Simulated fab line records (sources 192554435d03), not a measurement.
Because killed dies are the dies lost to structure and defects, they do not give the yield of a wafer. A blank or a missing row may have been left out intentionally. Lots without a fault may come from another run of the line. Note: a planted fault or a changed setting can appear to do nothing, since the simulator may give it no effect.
fab line records	flow n5_finfet
record lots=7	wafers=21
route steps=1938 shown BEOL_M5@1157 BEOL_M6@1230 BEOL_M7@1299 BEOL_M8@1332 BEOL_M9@1440 BEOL_M10@1533
start_h: the number of hours between the record's first day and the start of the first shown wafer of the lot	wait_h: how many hours have passed since the lot's step before this one	" the same as in the row above	L1.1+2: a single row standing in for several wafers	- no value, or no start was given	* or withheld: withheld	< > ~ a bound
route shown NAME@n: NAME is a module with steps in the file, n the number in the route of the first one	usual: average and standard deviation across the fault-free wafers	same: alike in all rows	chamber/n: place in a boat	sites: the reading at each site	_std_site: the values' standard deviation	_edge_site: the outer-site mean with the inner-site mean subtracted	radius_mm: how far each site lies from the wafer's centre	mask NAME#n: copy n	behind: the last tool/chamber to shape the wafer	hold: the reason the lot was held/the length of the hold in hours/how it ended	device: whichever transistor did not switch (one of n, p or np)	end of line: tests of these same wafers at the route's end	where a step has no rows: the recipe by itself	killed: dies that structure and defects cost at the first sort, which is not the same as the wafer's yield	map: shows each die of a wafer: x if killed, . if not, _ if none is there
set.NAME: the setting the step ran with; set.NAME@STEP: the setting that earlier step ran with	model.NAME: the simulator's own value behind a step, which no gauge read
lots run with intentionally changed settings; tables by step, rows by wafer
## steps
# step N5_BEOL_M5_VIA_ETCH_34
# recipe chemistry=C4F6/O2	target=SiCOH_lowk	target_depth_a=883	mask_material=SOC	taper_deg=4	time_s=39.2	ion_energy_ev=250	pressure_mtorr=30	source_w=345	bias_w=185	Ar_flow_sccm=300	C4F6_flow_sccm=10	O2_flow_sccm=10
# usual rf_vpp_V=665/11
lot.wafer	tool	chamber	start_h	wait_h	set.bias_w	rf_vpp_V
L074.3	rie_diel-06	1	178.43	0.0	185	665
L074.5	"	0	"	"	185	653
L074.6	"	1	"	"	185	664
L078.2	rie_diel-06	2	203.57	0.0	185	678
L078.5	"	3	"	"	185	655
L078.6	"	2	"	"	185	678
L079.1	rie_diel-03	3	220.69	0.0	201.6	719
L079.2	"	2	"	"	185	671
L079.3	"	0	"	"	201.6	721
L085.1	rie_diel-05	2	249.58	0.0	174.7	620
L085.3	"	1	"	"	174.7	638
L085.6	"	3	"	"	185	669
L094.4	rie_diel-03	1	313.31	0.0	185	667
L094.5	"	2	"	"	185	670
L094.6	"	3	"	"	198.4	708
L096.2	rie_diel-06	1	316.52	0.0	185	664
L096.3	"	0	"	"	185	652
L096.6	"	0	"	"	185	653
L097.2	rie_diel-06	3	331.51	0.0	185	654
L097.3	"	2	"	"	160.8	607
L097.4	"	0	"	"	185	653
# step N5_BEOL_M5_TRENCH_ETCH_37
# recipe chemistry=C4F6/O2	target_depth_a=716.52	target=SiCOH_lowk	time_s=24.7	ion_energy_ev=250	pressure_mtorr=30	source_w=345	bias_w=185	Ar_flow_sccm=300	C4F6_flow_sccm=10	O2_flow_sccm=10
lot.wafer	tool	chamber	start_h	wait_h	set.time_s	model.etch.depth_nm	model.BEOL_M5.feature_depth_nm
L074.3	rie_diel-06	1	-	-	27.67	79.49	79.4
L074.5	"	0	"	"	24.7	71.08	71
L074.6	"	1	"	"	27.67	79.61	79.6
L078.2	rie_diel-06	2	-	-	24.7	72.23	72.2
L078.5	"	3	"	"	24.7	71.9	72
L078.6	"	2	"	"	24.7	72.47	72.4
L079.1	rie_diel-03	3	-	-	24.7	71.6	71.6
L079.2	"	2	"	"	27.94	81.88	81.8
L079.3	"	0	"	"	27.94	81.98	82
L085.1	rie_diel-05	2	-	-	28.67	81.7	81.6
L085.3	"	1	"	"	24.7	70.96	71
L085.6	"	3	"	"	28.67	84.17	84.2
L094.4	rie_diel-03	1	-	-	24.7	68.71	68.8
L094.5	"	2	"	"	24.7	72.74	72.8
L094.6	"	3	"	"	24.7	71.05	71
L096.2	rie_diel-06	1	-	-	24.7	71.2	71.2
L096.3	"	0	"	"	21.71	60.7	60.6
L096.6	"	0	"	"	24.7	69.6	69.6
L097.2	rie_diel-06	3	-	-	19.26	55.64	55.6
L097.3	"	2	"	"	19.26	57.41	57.4
L097.4	"	0	"	"	24.7	70.06	70
# step N5_BEOL_M5_ETCH_41
# recipe chemistry=CH3F/O2	target=SiCN	target_depth_a=315	taper_deg=2	time_s=56.7	ion_energy_ev=120	mask_material=TiN	pressure_mtorr=30	source_w=395	bias_w=75	Ar_flow_sccm=150	CH3F_flow_sccm=30	O2_flow_sccm=20
# step N5_BEOL_M5_STRIP_91
# recipe chemistry=N2/H2	time_s=10	power_w=450	temp_c=40	pressure_mtorr=20	rf_frequency_hz=6e+07	bias_power_w=7	n2_flow_sccm=200	h2_flow_sccm=200
# step N5_BEOL_M5_OCD_MEAS_38
# usual trench_depth_nm=71.5/1.2
lot.wafer	tool	chamber	start_h	wait_h	set.time_s@BEOL_M5_TRENCH_ETCH_37	trench_depth_nm
L074.3	ocd-02	-	178.67	-	27.67	79.4
L074.5	"	-	"	"	24.7	71.0
L074.6	"	-	"	"	27.67	79.8
L078.2	ocd-01	-	203.81	-	24.7	71.9
L078.5	"	-	"	"	24.7	71.6
L078.6	"	-	"	"	24.7	72.9
L079.1	ocd-01	-	220.93	-	24.7	71.9
L079.2	"	-	"	"	27.94	81.5
L079.3	"	-	"	"	27.94	81.9
L085.1	ocd-01	-	249.81	-	28.67	81.4
L085.3	"	-	"	"	24.7	70.9
L085.6	"	-	"	"	28.67	83.9
L094.4	ocd-02	-	313.56	-	24.7	68.9
L094.5	"	-	"	"	24.7	72.8
L094.6	"	-	"	"	24.7	70.8
L096.2	ocd-02	-	316.76	-	24.7	71.3
L096.3	"	-	"	"	21.71	60.5
L096.6	"	-	"	"	24.7	69.9
L097.2	ocd-01	-	331.75	-	19.26	55.3
L097.3	"	-	"	"	19.26	56.5
L097.4	"	-	"	"	24.7	69.6
# step N5_BEOL_M5_HM_STRIP_39
# recipe chemistry=peroxide_tin_strip	material=TiN	target_depth_a=250	temp_c=50	time_s=158
# step N5_BEOL_M5_SRD_40
# recipe time_s=30	temp_c=23	rinse_liquid=diw	dry=ipa_marangoni
# step N5_BEOL_M5_ECD_50
# recipe material=Cu	target_thk_a=3000
# step N5_BEOL_M5_ANNEAL_51
# recipe temp_c=225	time_s=90	ambient=N2
# step N5_BEOL_M5_CMP_52
# recipe stop_on=SiCOH_lowk	t_overpolish_s=6.9	down_force_psi=1	platen_rpm=50	clearing_platen_down_force_psi=1.5	clearing_platen_rpm=50	post_cmp_clean=cu_alkaline	target_thk_nm=62	clearing_platen_pad_velocity_m_s=0.99484	pad_velocity_m_s=0.99484
lot.wafer	tool	chamber	start_h	wait_h	set.time_s@BEOL_M5_TRENCH_ETCH_37	model.Cu_of_BEOL_M5_ECD_50.thk_nm
L074.3	cmp-04	3	185.02	0.2	27.67	70
L074.5	"	2	"	"	24.7	62.4
L074.6	"	3	"	"	27.67	71.4
L078.2+6	cmp-04	1,3	210.46	0.3	24.7	62.8
L078.5	"	2	"	"	24.7	63
L079.1	cmp-01	1	227.39	0.3	24.7	63
L079.3	"	2	"	"	27.94	72.6
L079.2	"	3	"	"	27.94	71.6
L085.1	cmp-03	3	256.97	0.3	28.67	71.4
L085.3	"	0	"	"	24.7	61.4
L085.6	"	2	"	"	28.67	74.4
L094.4	cmp-03	1	320.93	0.2	24.7	59.6
L094.6	"	2	"	"	24.7	62.4
L094.5	"	3	"	"	24.7	62.6
L096.2	cmp-04	2	324.32	0.2	24.7	62.8
L096.3	"	0	"	"	21.71	52.4
L096.6	"	2	"	"	24.7	60.2
L097.4	cmp-04	1	339.85	0.1	24.7	60.6
L097.3	"	2	"	"	19.26	49.2
L097.2	"	0	"	"	19.26	47.8
# step N5_BEOL_M5_THK_MEAS_53
# recipe thk_meas_gauge=xrf	reads=Cu_of_BEOL_M5_ECD_50
# usual M5_THK=61.5/1.6
lot.wafer	tool	chamber	start_h	wait_h	set.time_s@BEOL_M5_TRENCH_ETCH_37	M5_THK[nm]
L074.3	film_metro-02	-	185.28	-	27.67	69.5
L074.5	"	-	"	"	24.7	61.9
L074.6	"	-	"	"	27.67	70.7
L078.2	film_metro-01	-	210.65	-	24.7	61.3
L078.5	"	-	"	"	24.7	61.6
L078.6	"	-	"	"	24.7	61.6
L079.1	film_metro-01	-	227.65	-	24.7	61.9
L079.2	"	-	"	"	27.94	70.2
L079.3	"	-	"	"	27.94	71.5
L085.1	film_metro-02	-	257.19	-	28.67	71.5
L085.3	"	-	"	"	24.7	61.3
L085.6	"	-	"	"	28.67	74.3
L094.4	film_metro-02	-	321.11	-	24.7	59.6
L094.5	"	-	"	"	24.7	62.5
L094.6	"	-	"	"	24.7	62.2
L096.2	film_metro-01	-	324.58	-	24.7	62.7
L096.3	"	-	"	"	21.71	52.1
L096.6	"	-	"	"	24.7	59.7
L097.2	film_metro-01	-	340.15	-	19.26	47.2
L097.3	"	-	"	"	19.26	48.5
L097.4	"	-	"	"	24.7	60.0
# step N5_BEOL_M5_PRE_CLEAN_77
# recipe gas=NH3/H2	time_s=15	temp_c=*	rf_power_w=300
# step N5_BEOL_M5_CO_CAP_78
# recipe material=Co	target_thk_a=20	temp_c=200	precursor=CCTBA/H2	pressure_torr=30	time_s=102.1
# step N5_BEOL_M5_PRE_CLEAN_55
# recipe gas=NH3	time_s=15	temp_c=withheld	rf_power_w=300
# step N5_BEOL_M5_DEP_56
# recipe material=SiCN	target_thk_a=80	temp_c=withheld	precursor=3MS/NH3	pressure_torr=3	rf_w=202	time_s=14
# step N5_BEOL_M5_RS_MEAS_57
# recipe thk_meas_gauge=four-point-probe	reads=Co_of_BEOL_M5_CO_CAP_78+Cu_of_BEOL_M5_ECD_50+Co_of_BEOL_M5_CVD_47+TaN_of_BEOL_M5_ALD_86
# usual M5_RS=0.386/0.012
lot.wafer	tool	chamber	start_h	wait_h	set.time_s@BEOL_M5_TRENCH_ETCH_37	M5_RS[ohm/sq]
L074.3	film_metro-02	-	185.54	0.1	27.67	0.334
L074.5	"	-	"	"	24.7	0.385
L074.6	"	-	"	"	27.67	0.328
L078.2	film_metro-02	-	210.94	0.1	24.7	0.381
L078.5	"	-	"	"	24.7	0.381
L078.6	"	-	"	"	24.7	0.381
L079.1	film_metro-02	-	227.94	0.1	24.7	0.380
L079.2	"	-	"	"	27.94	0.326
L079.3	"	-	"	"	27.94	0.320
L085.1	film_metro-02	-	257.45	0.0	28.67	0.328
L085.3	"	-	"	"	24.7	0.392
L085.6	"	-	"	"	28.67	0.312
L094.4	film_metro-02	-	321.37	0.0	24.7	0.406
L094.5	"	-	"	"	24.7	0.383
L094.6	"	-	"	"	24.7	0.384
L096.2	film_metro-02	-	324.84	0.1	24.7	0.380
L096.3	"	-	"	"	21.71	0.476
L096.6	"	-	"	"	24.7	0.400
L097.2	film_metro-02	-	340.46	0.1	19.26	0.535
L097.3	"	-	"	"	19.26	0.515
L097.4	"	-	"	"	24.7	0.398
# step N5_BEOL_M6_DESCUM_33
# recipe chemistry=O2	time_s=7	source_power_w=50	bias_power_w=20	pressure_mtorr=20	rf_frequency_hz=2.712e+07	temp_c=40	resist=CAR-EUV	o2_flow_sccm=225
lot.wafer	tool	chamber	start_h	wait_h	set.time_s	model.CAR-EUV_of_BEOL_M6_COAT_22.thk_nm
L074.3+6	rie_diel-02	1,2	191.81	0.2	7	26
L074.5	"	3	"	"	6.075	26.6
L078.2+5+6	rie_diel-04	2,2,1	216.66	0.0	7	26.2
L079.1	rie_diel-01	1	233.02	0.0	6.378	26.4
L079.2	"	0	"	"	6.378	26.2
L079.3	"	3	"	"	7	26
L085.1	rie_diel-01	1	261.57	0.2	7	26.2
L085.3+6	"	3,0	"	"	7.715	25.6
L096.2+3+6	rie_diel-02	2,0,1	332.02	0.0	5.451	26.8
L094.4+6	rie_diel-04	1,0	343.56	0.4	7	26.2
L094.5	"	1	"	"	5.685	26.8
L097.2	rie_diel-01	3	344.68	0.0	7	26.2
L097.3	"	2	"	"	6.154	26.8
L097.4	"	1	"	"	6.154	26.6
# step N5_BEOL_M7_DESCUM_33
# recipe chemistry=O2	time_s=7	source_power_w=50	bias_power_w=20	pressure_mtorr=20	rf_frequency_hz=2.712e+07	temp_c=40	resist=CAR-EUV	o2_flow_sccm=225
lot.wafer	tool	chamber	start_h	wait_h	set.time_s	model.CAR-EUV_of_BEOL_M7_COAT_22.thk_nm
L074.3	rie_diel-06	2	199.11	0.0	7	26.2
L074.5+6	"	3,2	"	"	7	26
L078.2+5	rie_diel-03	3,0	223.43	0.0	7	26
L078.6	"	1	"	"	7	26.2
L079.1+3	rie_diel-03	2,3	240.52	0.2	7.713	25.6
L079.2	"	0	"	"	7	26
L085.1+6	rie_diel-03	3,1	282.87	2.7	7	26.2
L085.3	"	1	"	"	6.285	26.6
L096.2+6	rie_diel-06	2,1	343.16	0.1	8.172	25.4
L096.3	"	1	"	"	7	26
L094.4+5+6	rie_diel-03	1,0,1	353.08	0.0	7	26.2
L097.2+3+4	rie_diel-05	3,2,0	353.25	0.0	7	26.2
# step N5_BEOL_M8_ILD_DEP_00
# recipe material=SiCOH_lowk	target_thk_a=1797.5	temp_c=300	precursor=DEMS/porogen	pressure_torr=5	rf_w=500	time_s=33.4
lot.wafer	tool	chamber	start_h	wait_h	set.time_s	model.SiCOH_lowk_of_BEOL_M8_ILD_DEP_00.thk_nm
L074.3	pecvd-03	1	202.24	0.0	28.82	155.4
L074.5	"	0	"	"	28.82	160
L074.6	"	2	"	"	33.4	182.6
L078.2	pecvd-01	1	226.46	0.0	33.4	179.4
L078.5	"	0	"	"	33.4	181.6
L078.6	"	1	"	"	33.4	182.6
L079.1	pecvd-01	1	245.31	0.0	33.4	176.2
L079.2+3	"	2,0	"	"	33.4	178
L085.1	pecvd-04	0	285.37	0.0	33.4	177.4
L085.3	"	2	"	"	36.56	193.4
L085.6	"	2	"	"	36.56	196.8
L096.2	pecvd-04	0	346.67	0.0	33.4	178
L096.3	"	2	"	"	33.4	179.4
L096.6	"	1	"	"	29.75	162
L097.2	pecvd-01	1	356.12	0.0	33.4	177.8
L097.3	"	2	"	"	31.36	166.6
L097.4	"	0	"	"	31.36	171.4
L094.4	pecvd-04	2	356.26	0.1	33.4	182.8
L094.5	"	1	"	"	29.02	160
L094.6	"	0	"	"	29.02	156
# step N5_BEOL_M8_CURE_74
# recipe temp_c=385	time_s=240	ambient=He/Ar	material=SiCOH_lowk
lot.wafer	tool	chamber	start_h	wait_h	set.time_s@BEOL_M8_ILD_DEP_00	model.SiCOH_lowk_of_BEOL_M8_ILD_DEP_00.thk_nm
L074.3	uv_cure-01	2	202.50	0.2	28.82	133.8
L074.5	"	2	"	"	28.82	137.8
L074.6	"	2	"	"	33.4	157.4
L078.2	uv_cure-02	2	226.61	0.1	33.4	154.6
L078.5	"	2	"	"	33.4	156.6
L078.6	"	2	"	"	33.4	157.4
L079.1	uv_cure-02	2	245.37	0.0	33.4	152
L079.2+3	"	2	"	"	33.4	153.4
L085.1	uv_cure-03	1	285.44	0.0	33.4	153
L085.3	"	1	"	"	36.56	167
L085.6	"	1	"	"	36.56	170
L096.2	uv_cure-03	2	346.83	0.1	33.4	153.4
L096.3	"	2	"	"	33.4	154.6
L096.6	"	2	"	"	29.75	139.6
L097.2	uv_cure-02	2	356.26	0.1	33.4	153.2
L097.3	"	2	"	"	31.36	143.6
L097.4	"	2	"	"	31.36	147.6
L094.4	uv_cure-01	0	356.55	0.3	33.4	157.8
L094.5	"	0	"	"	29.02	137.8
L094.6	"	0	"	"	29.02	134.4
# step N5_BEOL_M8_THK_MEAS_01
# recipe reads=SiCOH_lowk_of_BEOL_M8_ILD_DEP_00
# usual M8_ILD_THK=155.3/1.8
lot.wafer	tool	chamber	start_h	wait_h	set.time_s@BEOL_M8_ILD_DEP_00	M8_ILD_THK[nm]
L074.3	film_metro-02	-	202.86	0.3	28.82	133.9
L074.5	"	-	"	"	28.82	137.8
L074.6	"	-	"	"	33.4	157.5
L078.2	film_metro-01	-	227.04	0.4	33.4	154.6
L078.5	"	-	"	"	33.4	156.6
L078.6	"	-	"	"	33.4	157.5
L079.1	film_metro-02	-	245.88	0.4	33.4	151.8
L079.2	"	-	"	"	33.4	153.4
L079.3	"	-	"	"	33.4	153.3
L085.1	film_metro-02	-	285.95	0.4	33.4	152.8
L085.3	"	-	"	"	36.56	167.0
L085.6	"	-	"	"	36.56	169.8
L096.2	film_metro-02	-	347.26	0.4	33.4	153.4
L096.3	"	-	"	"	33.4	154.7
L096.6	"	-	"	"	29.75	139.6
L097.2	film_metro-02	-	356.70	0.4	33.4	153.3
L097.3	"	-	"	"	31.36	143.5
L097.4	"	-	"	"	31.36	147.7
L094.4	film_metro-01	-	356.82	0.2	33.4	157.7
L094.5	"	-	"	"	29.02	137.9
L094.6	"	-	"	"	29.02	134.4
# step N5_BEOL_M8_PECVD_70
# recipe material=SiO2	target_thk_a=200	temp_c=400	precursor=TEOS/O2	pressure_torr=5.5	rf_w=450	teos_flow_sccm=53.8	gas=O2	flow_sccm=3000	time_s=22.7
lot.wafer	tool	chamber	start_h	wait_h	set.temp_c	model.SiO2_of_BEOL_M8_PECVD_70.thk_nm
L074.3	pecvd-03	1	202.91	0.1	390.2	21.6
L074.5	"	0	"	"	400	20
L074.6	"	1	"	"	390.2	21.8
L078.2+6	pecvd-01	2	227.07	0.0	400	19.8
L078.5	"	1	"	"	400	20
L079.1	pecvd-01	1	245.92	0.0	409.2	18.8
L079.2	"	0	"	"	409.2	18.4
L079.3	"	2	"	"	409.2	18.6
L085.1	pecvd-03	1	285.99	0.0	400	20.4
L085.3	"	0	"	"	400	20
L085.6	"	1	"	"	391.4	21.4
L096.2	pecvd-01	2	347.30	0.0	400	19.4
L096.3	"	1	"	"	385.1	21.6
L096.6	"	2	"	"	385.1	21.8
L097.2	pecvd-01	0	356.73	0.0	400	19.4
L097.3	"	2	"	"	400	19.8
L097.4	"	1	"	"	391.5	21.4
L094.4	pecvd-03	2	356.87	0.1	400	20
L094.5	"	1	"	"	400	20.4
L094.6	"	0	"	"	411.5	18.8
# step N5_BEOL_M8_HM_DEP_02
# recipe material=TiN	target_thk_a=200	temp_c=25	chamber_pressure_pa=0.49996
# step N5_BEOL_M8_COAT_59
# recipe resist=SOC	temp_c=250	time_s=60	spin_rpm=1500	resist_thk_nm=100
# step N5_BEOL_M8_STRIP_80
# recipe chemistry=N2/H2	time_s=10	power_w=450	temp_c=40	pressure_mtorr=20	rf_frequency_hz=6e+07	bias_power_w=7	n2_flow_sccm=200	h2_flow_sccm=200
# step N5_BEOL_M8_HM_STRIP_39
# recipe chemistry=peroxide_tin_strip	material=TiN	target_depth_a=250	temp_c=50	time_s=158
lot.wafer	tool	chamber	start_h	wait_h	set.temp_c@BEOL_M8_PECVD_70	model.SiO2_of_BEOL_M8_PECVD_70.thk_nm
L074.3	wet_bench-03	3	206.22	0.0	390.2	21.6
L074.5	"	7	"	"	400	20
L074.6	"	0	"	"	390.2	21.8
L078.2+6	wet_bench-04	6,1	229.98	0.0	400	19.6
L078.5	"	3	"	"	400	20
L079.1	wet_bench-04	3	249.43	0.0	409.2	18.6
L079.2	"	7	"	"	409.2	18.2
L079.3	"	6	"	"	409.2	18.4
L085.1	wet_bench-04	7	292.96	0.0	400	20.2
L085.3	"	3	"	"	400	19.8
L085.6	"	4	"	"	391.4	21.4
L096.2	wet_bench-03	0	355.14	0.0	400	19.4
L096.3	"	1	"	"	385.1	21.4
L096.6	"	2	"	"	385.1	21.6
L094.4	wet_bench-04	2	365.29	0.0	400	19.8
L094.5	"	0	"	"	400	20.2
L094.6	"	5	"	"	411.5	18.6
L097.2	wet_bench-01	0	365.33	0.0	400	19.2
L097.3	"	5	"	"	400	19.6
L097.4	"	2	"	"	391.5	21.2
# step N5_BEOL_M9_ETCH_66
# recipe chemistry=N2/H2	target=SOC	target_depth_a=800	overetch_a=160	mask_material=SiARC	temp_c=40	time_s=120	ion_energy_ev=200	pressure_mtorr=30	source_w=840	bias_w=150	n2_flow_sccm=200	h2_flow_sccm=200
lot.wafer	tool	chamber	start_h	wait_h	set.time_s	model.SiARC_of_BEOL_M9_COAT_64.thk_nm
L074.3	rie_diel-06	3	213.67	0.0	140.1	5.4
L074.5	"	2	"	"	140.1	5
L074.6	"	1	"	"	120	6.4
L078.2	rie_diel-05	0	236.61	0.0	120	6.4
L078.5	"	3	"	"	120	6.2
L078.6	"	2	"	"	120	6.6
L079.1	rie_diel-06	3	297.62	0.1	120	6.4
L079.2+3	"	3	"	"	136.9	5.6
L085.1+6	rie_diel-06	1,3	301.45	0.0	132.2	5.8
L085.3	"	3	"	"	120	6.4
L096.2	rie_diel-06	0	364.99	0.0	128	6.2
L096.3	"	1	"	"	128	6
L096.6	"	2	"	"	120	6.2
L097.2+4	rie_diel-03	3,0	371.78	0.0	146	5.2
L097.3	"	1	"	"	120	7
L094.4	rie_diel-05	3	372.90	0.0	110	6.6
L094.5	"	1	"	"	110	6.8
L094.6	"	0	"	"	120	6.4
# step N5_BEOL_M9_TRENCH_ETCH_37
# recipe chemistry=C4F6/O2	target_depth_a=1514.3	target=SiCOH_lowk	time_s=49	ion_energy_ev=250	pressure_mtorr=30	source_w=345	bias_w=185	Ar_flow_sccm=300	C4F6_flow_sccm=10	O2_flow_sccm=10
# usual rf_vpp_V=667/10
lot.wafer	tool	chamber	start_h	wait_h	set.bias_w	rf_vpp_V
L074.3	rie_diel-06	3	-	-	185	655
L074.5	"	2	"	"	185	679
L074.6	"	1	"	"	185	664
L078.2	rie_diel-05	0	-	-	185	685
L078.5	"	3	"	"	185	669
L078.6	"	2	"	"	185	648
L079.1	rie_diel-06	3	-	-	217.4	744
L079.2	"	3	"	"	217.4	746
L079.3	"	3	"	"	185	654
L085.1	rie_diel-06	1	-	-	160.9	596
L085.3	"	3	"	"	160.9	587
L085.6	"	3	"	"	160.9	587
L096.2	rie_diel-06	0	-	-	185	653
L096.3	"	1	"	"	185	664
L096.6	"	2	"	"	185	678
L097.2	rie_diel-03	3	-	-	207.7	736
L097.3	"	1	"	"	185	668
L097.4	"	0	"	"	185	674
L094.4	rie_diel-05	3	-	-	185	668
L094.5	"	1	"	"	185	668
L094.6	"	0	"	"	185	680
# step N5_BEOL_M10_DEP_56
# recipe material=SiCN	target_thk_a=150	temp_c=withheld	precursor=3MS/NH3	pressure_torr=3	rf_w=202	time_s=26.5
lot.wafer	tool	chamber	start_h	wait_h	set.time_s	model.SiCN_of_BEOL_M10_DEP_56.thk_nm
L074.3	pecvd-02	2	222.78	0.0	26.5	14.6
L074.5	"	2	"	"	24.61	13.6
L074.6	"	0	"	"	24.61	14
L078.2+5	pecvd-04	0	246.56	0.0	26.5	15
L078.6	"	1	"	"	26.5	14.6
L079.1	pecvd-01	2	307.99	0.0	26.5	15
L079.2	"	0	"	"	24.77	13.8
L079.3	"	1	"	"	26.5	14.6
L085.1	pecvd-02	2	311.98	0.0	30.37	16.8
L085.3	"	1	"	"	30.37	17
L085.6	"	0	"	"	26.5	15.4
L096.2	pecvd-02	1	376.21	0.0	28.11	15.4
L096.3	"	2	"	"	28.11	15.6
L096.6	"	0	"	"	26.5	15.2
L094.4+5+6	pecvd-02	0,2,0	384.01	0.0	26.5	15
L097.2	pecvd-02	2	386.81	0.0	26.5	14.8
L097.3+4	"	2,0	"	"	26.5	15
## key
split step=N5_BEOL_M5_VIA_ETCH_34	setting=bias_w	stated=185	by=wafer
response step=N5_BEOL_M5_VIA_ETCH_34	reading=rf_vpp_V	change=+4.65	per=1%	r=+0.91
split step=N5_BEOL_M5_TRENCH_ETCH_37	setting=time_s	stated=24.7	by=wafer
response step=N5_BEOL_M5_TRENCH_ETCH_37	reading=model.etch.depth_nm	change=+0.7	per=1%	r=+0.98
response step=N5_BEOL_M5_TRENCH_ETCH_37	reading=model.BEOL_M5.feature_depth_nm	change=+0.7	per=1%	r=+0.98
response step=N5_BEOL_M5_OCD_MEAS_38	reading=trench_depth_nm	change=+0.701	per=1%	r=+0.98
response step=N5_BEOL_M5_CMP_52	reading=model.Cu_of_BEOL_M5_ECD_50.thk_nm	change=+0.647	per=1%	r=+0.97
response step=N5_BEOL_M5_THK_MEAS_53	reading=M5_THK	change=+0.646	per=1%	r=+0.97
response step=N5_BEOL_M5_RS_MEAS_57	reading=M5_RS	change=-0.00529	per=1%	r=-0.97
split step=N5_BEOL_M6_DESCUM_33	setting=time_s	stated=7	by=wafer
response step=N5_BEOL_M6_DESCUM_33	reading=model.CAR-EUV_of_BEOL_M6_COAT_22.thk_nm	change=-0.0397	per=1%	r=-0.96
split step=N5_BEOL_M7_DESCUM_33	setting=time_s	stated=7	by=wafer
response step=N5_BEOL_M7_DESCUM_33	reading=model.CAR-EUV_of_BEOL_M7_COAT_22.thk_nm	change=-0.0373	per=1%	r=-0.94
split step=N5_BEOL_M8_ILD_DEP_00	setting=time_s	stated=33.4	by=wafer
response step=N5_BEOL_M8_ILD_DEP_00	reading=model.SiCOH_lowk_of_BEOL_M8_ILD_DEP_00.thk_nm	change=+1.77	per=1%	r=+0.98
response step=N5_BEOL_M8_CURE_74	reading=model.SiCOH_lowk_of_BEOL_M8_ILD_DEP_00.thk_nm	change=+1.54	per=1%	r=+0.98
response step=N5_BEOL_M8_THK_MEAS_01	reading=M8_ILD_THK	change=+1.54	per=1%	r=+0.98
split step=N5_BEOL_M8_PECVD_70	setting=temp_c	stated=400	by=wafer
response step=N5_BEOL_M8_PECVD_70	reading=model.SiO2_of_BEOL_M8_PECVD_70.thk_nm	change=-0.621	per=1%	r=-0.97
response step=N5_BEOL_M8_HM_STRIP_39	reading=model.SiO2_of_BEOL_M8_PECVD_70.thk_nm	change=-0.613	per=1%	r=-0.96
split step=N5_BEOL_M9_ETCH_66	setting=time_s	stated=120	by=wafer
response step=N5_BEOL_M9_ETCH_66	reading=model.SiARC_of_BEOL_M9_COAT_64.thk_nm	change=-0.0683	per=1%	r=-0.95
split step=N5_BEOL_M9_TRENCH_ETCH_37	setting=bias_w	stated=185	by=wafer
response step=N5_BEOL_M9_TRENCH_ETCH_37	reading=rf_vpp_V	change=+5.2	per=1%	r=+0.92
split step=N5_BEOL_M10_DEP_56	setting=time_s	stated=26.5	by=wafer
response step=N5_BEOL_M10_DEP_56	reading=model.SiCN_of_BEOL_M10_DEP_56.thk_nm	change=+0.105	per=1%	r=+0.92
